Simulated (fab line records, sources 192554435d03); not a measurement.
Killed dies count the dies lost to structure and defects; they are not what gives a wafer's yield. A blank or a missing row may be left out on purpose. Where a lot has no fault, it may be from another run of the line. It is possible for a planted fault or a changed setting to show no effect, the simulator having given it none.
Matching of chambers + flow n5 finfet + 4 sister chambers for N5_FIN_CUT_CUT_ETCH_27 on rie diel-04
The step etches SiO2 in CHF3/O2, target depth 4 nm, overetch 2 nm, time 4.9 s. 33 wafers are shown with their chamber, then 12 later ones without.

## WAFERS, EACH WITH ITS CHAMBER
| wafer  | chamber | drypump motor current A (A) | showerhead plenum p Torr (Torr) | rf vpp V (V) |
|--------|---------|-----------------------------|---------------------------------|--------------|
| L074.1 | 1       | 5.6                         | 2.42                            | 535          |
| L074.5 | 1       | 5.7                         | 2.42                            | 534          |
| L074.6 | 2       | 4.8                         | 2.28                            | 508          |
| L076.4 | 1       | 5.7                         | 2.42                            | 533          |
| L076.5 | 2       | 4.7                         | 2.28                            | 507          |
| L076.6 | 3       | 6.4                         | 2.42                            | 517          |
| L077.1 | 0       | 5.3                         | 2.48                            | 535          |
| L077.3 | 2       | 4.7                         | 2.27                            | 508          |
| L077.6 | 0       | 5.3                         | 2.48                            | 537          |
| L078.4 | 0       | 5.3                         | 2.48                            | 535          |
| L078.5 | 2       | 4.7                         | 2.27                            | 507          |
| L078.6 | 1       | 5.6                         | 2.42                            | 535          |
| L079.1 | 1       | 5.7                         | 2.42                            | 533          |
| L079.3 | 3       | 6.4                         | 2.42                            | 517          |
| L079.4 | 2       | 4.8                         | 2.27                            | 508          |
| L080.3 | 2       | 4.7                         | 2.27                            | 507          |
| L080.4 | 3       | 6.4                         | 2.42                            | 518          |
| L080.5 | 2       | 4.7                         | 2.27                            | 507          |
| L084.1 | 3       | 6.4                         | 2.42                            | 515          |
| L084.4 | 1       | 5.7                         | 2.41                            | 535          |
| L084.6 | 2       | 4.8                         | 2.27                            | 507          |
| L086.1 | 3       | 6.4                         | 2.42                            | 518          |
| L086.2 | 1       | 5.7                         | 2.41                            | 536          |
| L086.3 | 1       | 5.7                         | 2.41                            | 535          |
| L089.2 | 3       | 6.4                         | 2.41                            | 517          |
| L089.3 | 0       | 5.3                         | 2.48                            | 536          |
| L089.6 | 2       | 4.7                         | 2.27                            | 508          |
| L091.2 | 0       | 5.3                         | 2.47                            | 536          |
| L091.3 | 1       | 5.6                         | 2.41                            | 535          |
| L091.4 | 3       | 6.4                         | 2.41                            | 518          |
| L092.2 | 2       | 4.8                         | 2.27                            | 509          |
| L092.4 | 1       | 5.7                         | 2.41                            | 533          |
| L092.6 | 3       | 6.4                         | 2.41                            | 518          |

SIGNATURES, as means of the wafers listed above
| reading                  | chamber 0 | chamber 1 | chamber 2 | chamber 3 | scatter within a chamber |
|--------------------------|-----------|-----------|-----------|-----------|--------------------------|
| drypump motor current A  | 5.300     | 5.670     | 4.740     | 6.400     | 0.0394                   |
| showerhead plenum p Torr | 2.4780    | 2.4150    | 2.2720    | 2.4162    | 0.00483                  |
| rf vpp V                 | 535.80    | 534.40    | 507.60    | 517.25    | 0.93                     |
Rule: a wafer's distance from a chamber is the root of the sum, over the readings, of the square of ((its reading less the chamber's mean) divided by the reading's scatter). If the next closest chamber is less than 2 further off than the closest, the wafer can't be placed; otherwise it belongs to the closest. The scatter: take each reading less its chamber's mean, square it, sum over the shown wafers, divide by the number of wafers less the number of chambers, and take the root.

## WAFERS WITHOUT THEIR CHAMBER
| wafer  | drypump motor current A (A) | showerhead plenum p Torr (Torr) | rf vpp V (V) |
|--------|-----------------------------|---------------------------------|--------------|
| L093.1 | 5.7                         | 2.41                            | 534          |
| L093.5 | 4.7                         | 2.27                            | 506          |
| L093.6 | 5.7                         | 2.41                            | 534          |
| L095.1 | 4.8                         | 2.27                            | 507          |
| L095.2 | 6.4                         | 2.41                            | 517          |
| L095.4 | 4.7                         | 2.27                            | 509          |
| L096.1 | 4.7                         | 2.27                            | 506          |
| L096.3 | 6.4                         | 2.41                            | 516          |
| L096.5 | 4.7                         | 2.27                            | 505          |
| L097.1 | 4.7                         | 2.26                            | 508          |
| L097.4 | 6.4                         | 2.41                            | 515          |
| L097.5 | 6.4                         | 2.41                            | 517          |

## THE CHAMBER EACH PASSED THROUGH
| wafer  | from the rows above | in truth |
|--------|---------------------|----------|
| L093.1 | 1                   | 1        |
| L093.5 | 2                   | 2        |
| L093.6 | 1                   | 1        |
| L095.1 | 2                   | 2        |
| L095.2 | 3                   | 3        |
| L095.4 | 2                   | 2        |
| L096.1 | 2                   | 2        |
| L096.3 | 3                   | 3        |
| L096.5 | 2                   | 2        |
| L097.1 | 2                   | 2        |
| L097.4 | 3                   | 3        |
| L097.5 | 3                   | 3        |
Correctly placed: 12 of 12. Not placeable from these rows: 0. 0 placed wrongly.
